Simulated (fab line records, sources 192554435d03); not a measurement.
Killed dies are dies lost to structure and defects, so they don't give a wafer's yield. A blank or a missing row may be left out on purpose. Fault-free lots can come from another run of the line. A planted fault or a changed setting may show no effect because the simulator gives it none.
Chamber matching | flow n5-finfet | rie-diel-03 running N5_BEOL_M12_TRENCH_ETCH_34: 4 sister chambers
The step etches SiOC in C4F8/O2/Ar, target depth 318.95 nm, time 125.5 s. 14 wafers are shown with their chamber, then 7 later ones without.

## WAFERS WITH THEIR CHAMBER
wafer  | chamber | throttle-valve-pct (%) | drypump-motor-current-A (A) | oes-product-au (a.u.)
L078.1 | 1       | 23.91                  | 5.6                         | 0.86
L078.2 | 0       | 24.67                  | 6.1                         | 0.80
L078.5 | 3       | 24.04                  | 5.7                         | 0.81
L077.2 | 3       | 24.06                  | 5.6                         | 0.82
L077.3 | 2       | 24.37                  | 5.5                         | 0.85
L077.6 | 0       | 24.67                  | 6.2                         | 0.80
L080.1 | 2       | 24.34                  | 5.5                         | 0.85
L080.2 | 1       | 23.91                  | 5.6                         | 0.87
L080.3 | 3       | 24.02                  | 5.7                         | 0.82
L080.4 | 0       | 24.68                  | 6.2                         | 0.81
L080.5 | 1       | 23.90                  | 5.7                         | 0.87
L080.6 | 2       | 24.35                  | 5.5                         | 0.85
L081.3 | 3       | 24.03                  | 5.6                         | 0.81
L081.4 | 1       | 23.90                  | 5.6                         | 0.86

SIGNATURES (averages over the wafers above)
reading                 | chamber 0 | chamber 1 | chamber 2 | chamber 3 | scatter within a chamber
throttle-valve-pct      | 24.6733   | 23.9050   | 24.3533   | 24.0375   | 0.0123
drypump-motor-current-A | 6.167     | 5.625     | 5.500     | 5.650     | 0.0492
oes-product-au          | 0.8033    | 0.8650    | 0.8500    | 0.8150    | 0.00516
Rule: distance of a wafer from a chamber = root of the sum over the readings of ((wafer's reading minus chamber's mean) / reading's scatter) squared. The wafer belongs to the nearest chamber; if the next one is less than 2 further off, it can't be placed. How the scatter is found: for the shown wafers, subtract from each reading the mean of its chamber, square and add these, divide the total by (wafers less chambers), then take the root.

## WAFERS WHOSE CHAMBER IS MISSING
wafer  | throttle-valve-pct (%) | drypump-motor-current-A (A) | oes-product-au (a.u.)
L081.5 | 23.91                  | 5.6                         | 0.87
L083.4 | 24.06                  | 5.6                         | 0.79
L083.5 | 24.37                  | 5.5                         | 0.84
L083.6 | 23.92                  | 5.7                         | 0.85
L095.4 | 24.09                  | 5.7                         | 0.77
L095.5 | 24.42                  | 5.5                         | 0.80
L095.6 | 24.09                  | 5.7                         | 0.77

## WHICH CHAMBER EACH ONE RAN IN
wafer  | from the rows above | in truth
L081.5 | 1                   | 1
L083.4 | 3                   | 3
L083.5 | 2                   | 2
L083.6 | 1                   | 1
L095.4 | 3                   | 3
L095.5 | 2                   | 2
L095.6 | 3                   | 3
Correctly placed: 7 of 7. Left unplaced by these rows: 0. Number placed wrongly: 0.
